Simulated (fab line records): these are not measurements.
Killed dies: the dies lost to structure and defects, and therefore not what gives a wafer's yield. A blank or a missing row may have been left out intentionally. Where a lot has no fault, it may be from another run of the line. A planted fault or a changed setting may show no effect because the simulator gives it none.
A sampling plan put to the test | flow nand harc | one fab line, 43 faults that these records tell of, each judged on the records of the lots that it struck
The plan is the line's own looks: the steps of the route at which a gauge or an inspection reads the wafer and doesn't change it. A look is open to judgement when struck wafers have a number at it and the file gives its usual mean and standard deviation on fault-free wafers. Caught: the struck wafers' mean, at a look after the fault's first step, is 4 or more of those standard deviations (sigma) away from the usual mean. On the tool: the test repeated on the tool's own readings taken at the fault's steps. It also counts as caught if the struck wafers ran another recipe or if their record alone is blank.

== THE FAULTS, as the simulator had put them in ==
1. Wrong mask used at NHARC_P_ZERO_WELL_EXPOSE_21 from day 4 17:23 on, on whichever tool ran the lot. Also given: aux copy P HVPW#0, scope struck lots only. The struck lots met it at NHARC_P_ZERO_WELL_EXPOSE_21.
2. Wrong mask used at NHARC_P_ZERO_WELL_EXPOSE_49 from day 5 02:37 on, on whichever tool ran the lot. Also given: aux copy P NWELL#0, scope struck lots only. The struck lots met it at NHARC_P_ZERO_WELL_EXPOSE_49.
3. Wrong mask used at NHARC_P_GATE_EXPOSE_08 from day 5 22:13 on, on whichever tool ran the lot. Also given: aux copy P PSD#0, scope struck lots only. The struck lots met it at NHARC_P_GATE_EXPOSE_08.
4. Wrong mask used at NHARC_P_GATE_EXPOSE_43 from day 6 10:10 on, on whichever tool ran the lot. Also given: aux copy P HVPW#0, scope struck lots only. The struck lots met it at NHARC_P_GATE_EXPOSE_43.
5. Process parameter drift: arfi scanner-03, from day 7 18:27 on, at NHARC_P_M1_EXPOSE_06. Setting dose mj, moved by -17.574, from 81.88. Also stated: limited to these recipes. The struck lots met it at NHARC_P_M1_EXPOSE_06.
6. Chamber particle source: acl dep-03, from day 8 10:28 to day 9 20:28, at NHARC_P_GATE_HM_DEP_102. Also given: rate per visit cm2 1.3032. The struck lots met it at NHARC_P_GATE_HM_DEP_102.
7. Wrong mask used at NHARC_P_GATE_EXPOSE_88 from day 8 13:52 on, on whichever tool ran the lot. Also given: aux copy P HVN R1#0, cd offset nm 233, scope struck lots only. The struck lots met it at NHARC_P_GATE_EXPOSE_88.
8. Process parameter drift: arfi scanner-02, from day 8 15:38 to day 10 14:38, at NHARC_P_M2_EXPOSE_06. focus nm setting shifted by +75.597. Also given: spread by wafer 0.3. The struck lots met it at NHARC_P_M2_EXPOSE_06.
9. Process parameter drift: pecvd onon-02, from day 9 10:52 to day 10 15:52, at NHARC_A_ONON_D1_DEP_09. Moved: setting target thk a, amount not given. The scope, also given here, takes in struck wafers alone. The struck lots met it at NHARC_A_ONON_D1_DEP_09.
10. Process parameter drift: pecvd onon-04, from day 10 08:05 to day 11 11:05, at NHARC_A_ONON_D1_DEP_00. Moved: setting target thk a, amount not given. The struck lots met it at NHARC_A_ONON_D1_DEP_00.
11. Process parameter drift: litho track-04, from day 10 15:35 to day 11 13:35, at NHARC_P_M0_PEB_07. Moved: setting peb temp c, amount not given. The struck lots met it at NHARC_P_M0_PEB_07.
12. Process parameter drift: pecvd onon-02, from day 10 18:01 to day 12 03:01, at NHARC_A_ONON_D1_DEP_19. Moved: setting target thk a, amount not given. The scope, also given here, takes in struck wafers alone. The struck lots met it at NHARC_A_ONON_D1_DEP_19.
13. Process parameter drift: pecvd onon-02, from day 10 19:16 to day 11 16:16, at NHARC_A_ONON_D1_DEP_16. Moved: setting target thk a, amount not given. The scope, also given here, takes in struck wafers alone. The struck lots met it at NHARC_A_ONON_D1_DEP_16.
14. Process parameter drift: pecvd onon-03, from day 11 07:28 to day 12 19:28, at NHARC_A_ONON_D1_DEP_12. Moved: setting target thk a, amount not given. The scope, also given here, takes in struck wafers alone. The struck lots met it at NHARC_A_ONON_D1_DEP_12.
15. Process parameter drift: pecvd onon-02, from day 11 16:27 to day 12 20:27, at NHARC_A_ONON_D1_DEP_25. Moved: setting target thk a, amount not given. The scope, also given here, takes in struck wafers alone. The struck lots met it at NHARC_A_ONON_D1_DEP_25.
16. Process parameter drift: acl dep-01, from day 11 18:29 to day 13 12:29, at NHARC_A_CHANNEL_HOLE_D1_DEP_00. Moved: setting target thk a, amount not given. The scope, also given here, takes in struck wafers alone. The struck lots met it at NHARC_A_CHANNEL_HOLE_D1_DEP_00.
17. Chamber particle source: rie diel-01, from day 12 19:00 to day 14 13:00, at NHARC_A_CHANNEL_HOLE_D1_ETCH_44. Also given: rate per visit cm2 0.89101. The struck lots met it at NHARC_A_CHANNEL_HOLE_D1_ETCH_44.
18. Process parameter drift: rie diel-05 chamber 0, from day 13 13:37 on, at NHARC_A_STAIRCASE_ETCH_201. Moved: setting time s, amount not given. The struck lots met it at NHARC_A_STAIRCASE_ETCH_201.
19. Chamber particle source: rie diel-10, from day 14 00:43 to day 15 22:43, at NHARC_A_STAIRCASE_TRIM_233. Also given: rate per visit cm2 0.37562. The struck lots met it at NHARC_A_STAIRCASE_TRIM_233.
20. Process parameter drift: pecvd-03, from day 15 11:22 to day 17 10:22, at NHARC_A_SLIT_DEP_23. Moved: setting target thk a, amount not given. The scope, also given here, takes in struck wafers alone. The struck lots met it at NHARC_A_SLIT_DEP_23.
21. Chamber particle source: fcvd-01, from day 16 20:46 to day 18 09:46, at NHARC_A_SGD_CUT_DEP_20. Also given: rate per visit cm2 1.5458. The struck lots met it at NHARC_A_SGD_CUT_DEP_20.
22. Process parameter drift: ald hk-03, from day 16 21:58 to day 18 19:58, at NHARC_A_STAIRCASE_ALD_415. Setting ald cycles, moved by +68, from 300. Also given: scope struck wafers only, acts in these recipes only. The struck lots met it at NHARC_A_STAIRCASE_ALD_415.
23. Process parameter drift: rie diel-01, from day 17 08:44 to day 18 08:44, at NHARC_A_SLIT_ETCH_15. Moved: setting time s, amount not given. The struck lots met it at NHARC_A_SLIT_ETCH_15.
24. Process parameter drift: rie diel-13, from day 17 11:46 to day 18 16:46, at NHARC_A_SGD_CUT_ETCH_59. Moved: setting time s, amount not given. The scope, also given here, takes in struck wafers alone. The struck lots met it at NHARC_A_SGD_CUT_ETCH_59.
25. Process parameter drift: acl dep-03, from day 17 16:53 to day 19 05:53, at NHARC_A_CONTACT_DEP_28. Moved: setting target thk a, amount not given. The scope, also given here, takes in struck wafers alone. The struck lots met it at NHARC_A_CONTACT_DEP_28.
26. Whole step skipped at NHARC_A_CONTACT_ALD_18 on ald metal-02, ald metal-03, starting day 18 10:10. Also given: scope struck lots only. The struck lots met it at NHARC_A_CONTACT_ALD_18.
27. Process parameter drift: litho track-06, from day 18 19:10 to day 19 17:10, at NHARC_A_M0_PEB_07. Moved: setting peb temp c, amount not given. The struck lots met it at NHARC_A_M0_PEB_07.
28. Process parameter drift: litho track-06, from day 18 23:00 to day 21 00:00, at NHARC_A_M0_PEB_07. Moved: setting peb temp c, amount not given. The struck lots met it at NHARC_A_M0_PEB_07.
29. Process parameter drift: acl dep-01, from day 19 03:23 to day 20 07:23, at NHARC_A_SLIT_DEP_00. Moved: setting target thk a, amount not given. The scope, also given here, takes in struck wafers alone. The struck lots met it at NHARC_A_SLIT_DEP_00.
30. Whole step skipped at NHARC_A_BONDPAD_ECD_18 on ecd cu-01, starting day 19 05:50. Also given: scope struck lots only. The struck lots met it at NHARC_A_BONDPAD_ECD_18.
31. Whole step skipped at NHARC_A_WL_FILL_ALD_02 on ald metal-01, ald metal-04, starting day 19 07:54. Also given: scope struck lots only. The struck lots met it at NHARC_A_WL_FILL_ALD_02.
32. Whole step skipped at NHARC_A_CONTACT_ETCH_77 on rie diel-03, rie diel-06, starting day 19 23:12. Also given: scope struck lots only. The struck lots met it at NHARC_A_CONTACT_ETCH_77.
33. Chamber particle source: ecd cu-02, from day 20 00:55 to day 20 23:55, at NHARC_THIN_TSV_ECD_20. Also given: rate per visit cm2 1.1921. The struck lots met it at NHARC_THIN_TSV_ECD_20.
34. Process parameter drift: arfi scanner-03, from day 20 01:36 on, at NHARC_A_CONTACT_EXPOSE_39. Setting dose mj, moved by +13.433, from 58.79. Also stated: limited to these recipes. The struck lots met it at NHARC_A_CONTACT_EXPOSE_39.
35. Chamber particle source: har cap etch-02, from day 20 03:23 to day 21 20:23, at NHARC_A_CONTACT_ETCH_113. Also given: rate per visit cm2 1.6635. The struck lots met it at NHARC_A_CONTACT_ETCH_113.
36. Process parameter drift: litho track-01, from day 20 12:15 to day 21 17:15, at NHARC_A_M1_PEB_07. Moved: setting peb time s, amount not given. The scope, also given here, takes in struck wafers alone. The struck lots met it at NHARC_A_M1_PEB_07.
37. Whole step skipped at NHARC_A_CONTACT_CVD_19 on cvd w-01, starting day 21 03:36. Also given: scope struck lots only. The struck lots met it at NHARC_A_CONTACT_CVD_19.
38. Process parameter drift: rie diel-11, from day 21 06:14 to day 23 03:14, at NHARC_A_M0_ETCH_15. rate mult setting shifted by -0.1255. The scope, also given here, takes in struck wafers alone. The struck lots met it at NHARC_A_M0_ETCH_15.
39. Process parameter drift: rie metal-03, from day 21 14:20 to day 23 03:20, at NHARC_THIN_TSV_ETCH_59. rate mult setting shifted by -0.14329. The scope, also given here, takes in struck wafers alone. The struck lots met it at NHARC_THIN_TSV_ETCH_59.
40. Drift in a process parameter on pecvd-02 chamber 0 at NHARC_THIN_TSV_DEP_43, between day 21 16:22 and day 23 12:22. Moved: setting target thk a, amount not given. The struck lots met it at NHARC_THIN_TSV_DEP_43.
41. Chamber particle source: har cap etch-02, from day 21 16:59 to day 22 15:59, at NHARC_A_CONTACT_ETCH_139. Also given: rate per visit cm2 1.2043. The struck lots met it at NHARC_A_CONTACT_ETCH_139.
42. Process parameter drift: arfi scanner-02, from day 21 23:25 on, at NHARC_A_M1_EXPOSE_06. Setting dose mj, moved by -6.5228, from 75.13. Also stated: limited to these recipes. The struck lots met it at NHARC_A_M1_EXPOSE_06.
43. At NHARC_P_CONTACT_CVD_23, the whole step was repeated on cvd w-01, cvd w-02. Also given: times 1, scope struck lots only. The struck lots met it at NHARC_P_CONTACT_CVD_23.

== WHAT THE PLAN SAW ==
fault | on the tool itself                               | first look that catches it                      | reading, sigma                                  | median hours from its first step to that look | hours from the fault's start to the first struck lot there | judged looks passed uncaught
1     | no reading that can be judged                    | NHARC_END_SORT_01                               | killed at periphery +99 or beyond               | 430.6                                         | 432                                                        | 0
2     | no reading that can be judged                    | NHARC_END_SORT_01                               | killed at periphery +99 or beyond               | 423.4                                         | 425                                                        | 0
3     | under 2 sigma                                    | NHARC_END_SORT_01                               | killed at periphery +99 or beyond               | 375.2                                         | 380                                                        | 0
4     | no reading that can be judged                    | NHARC_END_SORT_01                               | killed at periphery +99 or beyond               | 354.6                                         | 354                                                        | 0
5     | exposure dose mJ cm2 -99 or beyond sigma         | NHARC_P_M1_CD_MEAS_09                           | cd nm -17                                       | 0.1                                           | 15                                                         | 0
6     | under 2 sigma                                    | NHARC_P_GATE_INSPECT_28                         | raw defect count +99 or beyond                  | 1.5                                           | 5                                                          | 0
7     | no reading that can be judged                    | NHARC_P_GATE_CD_MEAS_91                         | cd nm +99 or beyond                             | 0.1                                           | 0                                                          | 0
8     | exposure dose mJ cm2 -36 sigma                   | NHARC_P_M2_CD_MEAS_09                           | cd nm +4.8                                      | 0.1                                           | 17                                                         | 0
9     | no reading that can be judged                    | NHARC_A_ONON_D1_THK_MEAS_11                     | thk nm +39                                      | 0.5                                           | 11                                                         | 0
10    | no reading that can be judged                    | NHARC_A_ONON_D1_THK_MEAS_02                     | thk nm +38                                      | 0.5                                           | 13                                                         | 0
11    | plate temp C +14 sigma                           | NHARC_P_M0_CD_MEAS_09                           | cd nm +13                                       | 0.1                                           | 0                                                          | 0
12    | under 2 sigma                                    | NHARC_A_ONON_D1_THK_MEAS_21                     | thk nm +95                                      | 0.5                                           | 13                                                         | 0
13    | no reading that can be judged                    | NHARC_A_ONON_D1_THK_MEAS_18                     | thk nm -40                                      | 0.4                                           | 11                                                         | 0
14    | under 2 sigma                                    | NHARC_A_ONON_D1_THK_MEAS_14                     | thk nm +27                                      | 0.5                                           | 5                                                          | 0
15    | no reading that can be judged                    | NHARC_A_ONON_D1_THK_MEAS_27                     | thk nm +21                                      | 0.5                                           | 5                                                          | 0
16    | under 2 sigma                                    | NHARC_END_SORT_01                               | killed at array +58                             | 279.5                                         | 284                                                        | 0
17    | under 2 sigma                                    | NHARC_A_CHANNEL_HOLE_D1_INSPECT_40              | raw defect count +36                            | 1.0                                           | 12                                                         | 0
18    | run length s +26 sigma                           | NHARC_END_SORT_01                               | killed at array +5.8                            | 213.0                                         | 213                                                        | 0
19    | under 2 sigma                                    | NHARC_END_SORT_01                               | killed at array +5.9                            | 200.3                                         | 209                                                        | 1
20    | under 2 sigma                                    | NHARC_END_SORT_01                               | killed at array +42                             | 147.8                                         | 149                                                        | 0
21    | under 2 sigma                                    | NHARC_END_SORT_01                               | killed at array +6.2                            | 136.9                                         | 132                                                        | 1
22    | under 2 sigma                                    | NHARC_END_SORT_01                               | killed at array +56                             | 190.9                                         | 196                                                        | 0
23    | run length s -99 or beyond sigma                 | NHARC_END_SORT_01                               | killed at array +12                             | 119.0                                         | 120                                                        | 1
24    | run length s -99 or beyond sigma                 | NHARC_END_SORT_01                               | killed at array +57                             | 130.6                                         | 148                                                        | 0
25    | under 2 sigma                                    | NHARC_END_SORT_01                               | killed at array +58                             | 80.9                                          | 85                                                         | 0
26    | the tool's record is blank for the struck wafers | NHARC_END_SORT_01                               | killed at array +58                             | 69.1                                          | 68                                                         | 0
27    | plate temp C -4.0 sigma                          | none of the 4 looks that can be judged after it | strongest: cd nm at NHARC_A_M0_CD_MEAS_16, -2.1 | -                                             | -                                                          | 4
28    | only faintly: heater power total W -3.8 sigma    | none of the 5 looks that can be judged after it | -                                               | -                                             | -                                                          | 5
29    | under 2 sigma                                    | NHARC_END_SORT_01                               | killed at array +47                             | 135.0                                         | 160                                                        | 0
30    | the tool's record is blank for the struck wafers | NHARC_A_BONDPAD_THK_MEAS_20                     | thk nm -99 or beyond                            | 1.0                                           | 4                                                          | 0
31    | the tool's record is blank for the struck wafers | NHARC_END_SORT_01                               | killed at array +58                             | 103.7                                         | 104                                                        | 0
32    | the tool's record is blank for the struck wafers | NHARC_END_SORT_01                               | killed at array +58                             | 64.3                                          | 66                                                         | 0
33    | no reading that can be judged                    | NHARC_END_SORT_01                               | killed at other +99 or beyond                   | 27.8                                          | 29                                                         | 0
34    | exposure dose mJ cm2 +99 or beyond sigma         | NHARC_A_CONTACT_CD_MEAS_42                      | cd nm +18                                       | 0.1                                           | 11                                                         | 0
35    | no reading that can be judged                    | NHARC_END_SORT_01                               | killed at array +7.1                            | 78.9                                          | 91                                                         | 1
36    | heater power total W +12 sigma                   | NHARC_A_M1_CD_MEAS_09                           | cd nm -4.4                                      | 0.1                                           | 2                                                          | 0
37    | the tool's record is blank for the struck wafers | NHARC_END_SORT_01                               | killed at array +58                             | 54.8                                          | 59                                                         | 0
38    | oes product au -5.0 sigma                        | NHARC_END_SORT_01                               | sort_bin_2_pct +99 or beyond                    | 53.4                                          | 67                                                         | 0
39    | oes product au -9.6 sigma                        | NHARC_END_SORT_01                               | killed at other +99 or beyond                   | 15.0                                          | 16                                                         | 1
40    | under 2 sigma                                    | NHARC_END_SORT_01                               | killed at other +99 or beyond                   | 17.5                                          | 27                                                         | 0
41    | no reading that can be judged                    | NHARC_END_SORT_01                               | killed at array +8.0                            | 61.0                                          | 61                                                         | 0
42    | exposure dose mJ cm2 -62 sigma                   | NHARC_A_M1_CD_MEAS_09                           | cd nm -6.9                                      | 0.1                                           | 0                                                          | 0
43    | under 2 sigma                                    | not the one look that can be judged after it    | -                                               | -                                             | -                                                          | 1
A dash: this means the fault isn't caught or the number doesn't appear in these records.

Caught at a look: 40 of 43. Caught on the tool: 17 of 43. By one or the other: 41 of 43.
Caught on the tool alone: fault 27.
Caught at a look alone: faults 1, 2, 3, 4, 6, 7, 9, 10, 12, 13, 14, 15, 16, 17, 19, 20, 21, 22, 25, 29, 33, 35, 40, 41.
Caught by neither: faults 28, 43.

== THINNER SAMPLING ==
In the worst case, this is how late the first struck lot would be measured if the look that catches a fault measured only every second or every third lot, by lot number:
fault | struck lots at that look, in order of time | every lot | every second lot | every third lot
1     | L108                                       | 432 h     | may miss it      | may miss it
2     | L143                                       | 425 h     | may miss it      | may miss it
3     | L789                                       | 380 h     | may miss it      | may miss it
4     | L518                                       | 354 h     | may miss it      | may miss it
5     | L638, L641, L640, L642                     | 15 h      | 16 h             | 34 h
6     | L836, L837                                 | 5 h       | 6 h              | may miss all 2
7     | L169                                       | 0 h       | may miss it      | may miss it
8     | L424, L426                                 | 17 h      | may miss all 2   | may miss all 2
9     | L421, L423                                 | 11 h      | may miss all 2   | may miss all 2
10    | L269, L273                                 | 13 h      | may miss all 2   | may miss all 2
11    | L604, L606                                 | 0 h       | may miss all 2   | may miss all 2
12    | L871, L873, L874                           | 13 h      | 27 h             | may miss all 3
13    | L457                                       | 11 h      | may miss it      | may miss it
14    | L682, L685, L688                           | 5 h       | 25 h             | may miss all 3
15    | L334, L337, L338                           | 5 h       | 26 h             | may miss all 3
16    | L177                                       | 284 h     | may miss it      | may miss it
17    | L849, L847                                 | 12 h      | may miss all 2   | may miss all 2
18    | L364                                       | 213 h     | may miss it      | may miss it
19    | L743, L744                                 | 209 h     | 211 h            | may miss all 2
20    | L862                                       | 149 h     | may miss it      | may miss it
21    | L383, L384, L386                           | 132 h     | 141 h            | may miss all 3
22    | L383, L384                                 | 196 h     | 203 h            | may miss all 2
23    | L805, L806                                 | 120 h     | 129 h            | may miss all 2
24    | L952, L954                                 | 148 h     | may miss all 2   | may miss all 2
25    | L324, L326                                 | 85 h      | may miss all 2   | may miss all 2
26    | L455, L454                                 | 68 h      | 77 h             | may miss all 2
29    | L673                                       | 160 h     | may miss it      | may miss it
30    | L909, L908                                 | 4 h       | 5 h              | may miss all 2
31    | L383, L382                                 | 104 h     | 113 h            | may miss all 2
32    | L961, L962                                 | 66 h      | 68 h             | may miss all 2
33    | L718, L717                                 | 29 h      | 39 h             | may miss all 2
34    | L679, L680, L681                           | 11 h      | 17 h             | 18 h
35    | L479, L481                                 | 91 h      | may miss all 2   | may miss all 2
36    | L228                                       | 2 h       | may miss it      | may miss it
37    | L930, L929                                 | 59 h      | 67 h             | may miss all 2
38    | L448                                       | 67 h      | may miss it      | may miss it
39    | L386                                       | 16 h      | may miss it      | may miss it
40    | L525, L526                                 | 27 h      | 27 h             | may miss all 2
41    | L782, L785                                 | 61 h      | 82 h             | may miss all 2
42    | L100, L105, L104                           | 0 h       | 25 h             | 32 h
Hours: fault start to first struck lot measured. The limit of 4 sigma was tested on all struck wafers together, so one lot alone may lie under it. Other struck lots may not be in these records.

== THE LONGEST TIMED WAY FROM STEP TO LOOK ==
Fault 1: median gap of 430.6 hours between NHARC_P_ZERO_WELL_EXPOSE_21 and NHARC_END_SORT_01. No look between them can be judged.
